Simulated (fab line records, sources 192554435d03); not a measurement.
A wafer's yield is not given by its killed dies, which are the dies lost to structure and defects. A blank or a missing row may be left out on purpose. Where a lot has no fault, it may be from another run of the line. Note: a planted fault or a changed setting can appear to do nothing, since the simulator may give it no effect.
Problem report, 8D (eight disciplines) form, completed by code    flow n5 finfet    the parts of the form that need people (team, actions taken, sign-off) are left out

## 1. THE ISSUE
N5_PASSIVATION_PROBE_49, killed at front end: mean 184 over 1 wafer from 1 lot; wafers with no fault: 41, standard deviation 11. Measured from the usual mean, that is +13 standard deviations.
Seen first at day 14 02:22 on prober-01, wafer L514.6. The record holds 36 wafers of 12 lots with a number at this step. Rule for "out", or "out of limits": more than 4 standard deviations from the usual mean. The other wafers with a number count as sound.

## 2. WHAT IT IS AND WHAT IT IS NOT
question                     is                                is not
which readings at this step  killed at front end, killed dies  killed_at_M0_to_M3, killed_at_M4_up, killed at contacts, killed at other, killed open, killed short
which lots                   L514                              L506, L507, L508, L509, L512, L521, L523, L524, L525, L527, L528
which wafers of those lots   L514.6                            L514.2, L514.3
read on which tools          prober-01                         prober-02
when                         from day 14 02:22                 up to then (17 sound wafers); but 18 sound wafers of L521, L523, L524, L525, L527, L528 came after

## 3. SUSPECTS, AND WHAT RULES EACH OUT
Counting: any tool at a process step up to the reading remains a suspect provided it ran every lot that is out. Sound lots after the first of them don't rule it out here, since some wafers of a struck lot are sound.
- wet bench-04 at N5_DUMMY_REMOVAL_PRECLEAN_04 (cleans in DHF, time 37 s): kept. It processed L514, the lot that is out, at day 6 01:10, and its most recent sound lot before then was L509 at day 4 21:19.
- rie diel-03 at N5_PASSIVATION_DESCUM_32 (chemistry O2, time 7.9 s): kept. It processed L514, the lot that is out, at day 13 21:17, and its most recent sound lot before then was L512 at day 13 04:14.
- rie diel-06 at N5_PASSIVATION_PASS_ETCH_47 (etches SiNx in CF4/O2, target depth 770 nm, time 385 s): kept. It processed L514, the lot that is out, at day 13 23:06, and its most recent sound lot before then was L512 at day 13 06:13.
- prober-01 at N5_PASSIVATION_PROBE_49: kept. It processed L514, the lot that is out, at day 14 02:10, and its most recent sound lot before then was L512 at day 13 09:17. On those wafers its own readings are out: killed at front end, killed dies.
- wet bench-04, N5_DUMMY_REMOVAL_PRECLEAN_04: wafers that are out in chamber 6, sound lot-mates in chambers 0, 5.
- rie diel-06, N5_PASSIVATION_PASS_ETCH_47: wafers that are out in chamber 2, sound lot-mates in chambers 1, 3.
Left after counting: wet bench-04 at N5_DUMMY_REMOVAL_PRECLEAN_04, rie diel-03 at N5_PASSIVATION_DESCUM_32, rie diel-06 at N5_PASSIVATION_PASS_ETCH_47, prober-01 at N5_PASSIVATION_PROBE_49.

## 4. THE CAUSE (what the simulator had put in)
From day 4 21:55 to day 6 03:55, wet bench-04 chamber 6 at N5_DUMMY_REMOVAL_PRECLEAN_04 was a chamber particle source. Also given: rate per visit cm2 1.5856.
Counting left 4 suspects, and this tool is among them.

## 5. THE EFFECT CHAIN, in route order
Each row: a reading whose mean over the struck wafers that have a number lies more than 3 standard deviations from the usual. Only readings for which the record gives a usual standard deviation are gone through. hours: the time from each lot's start at the first step in this table that gives one to its start at this step, as a median over the lots. sigmas: the change in usual standard deviations.
hours  step                     reading              usual  on struck wafers  change  sigmas
0      N5_PASSIVATION_PROBE_49  killed at front end  41     184               +143    +13
0      N5_PASSIVATION_PROBE_49  killed dies          102    236               +134    +8.4
Here are the process steps it includes:
- N5_PASSIVATION_PROBE_49

## 6. HOW IT WOULD HAVE BEEN CAUGHT EARLIER
The fault began at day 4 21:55; the first out-of-limits reading in this record came at day 14 02:22, 220 hours later.
Of the tool readings at N5_DUMMY_REMOVAL_PRECLEAN_04 for which the record gives a usual standard deviation, none was out on any struck wafer, so an alarm limit of 4 standard deviations on them would not have fired.
By day 14 02:22 the whole set of lots that are out, 1 in number, had already begun N5_DUMMY_REMOVAL_PRECLEAN_04 on wet bench-04. Tool hold at that time: it would have spared none of them.
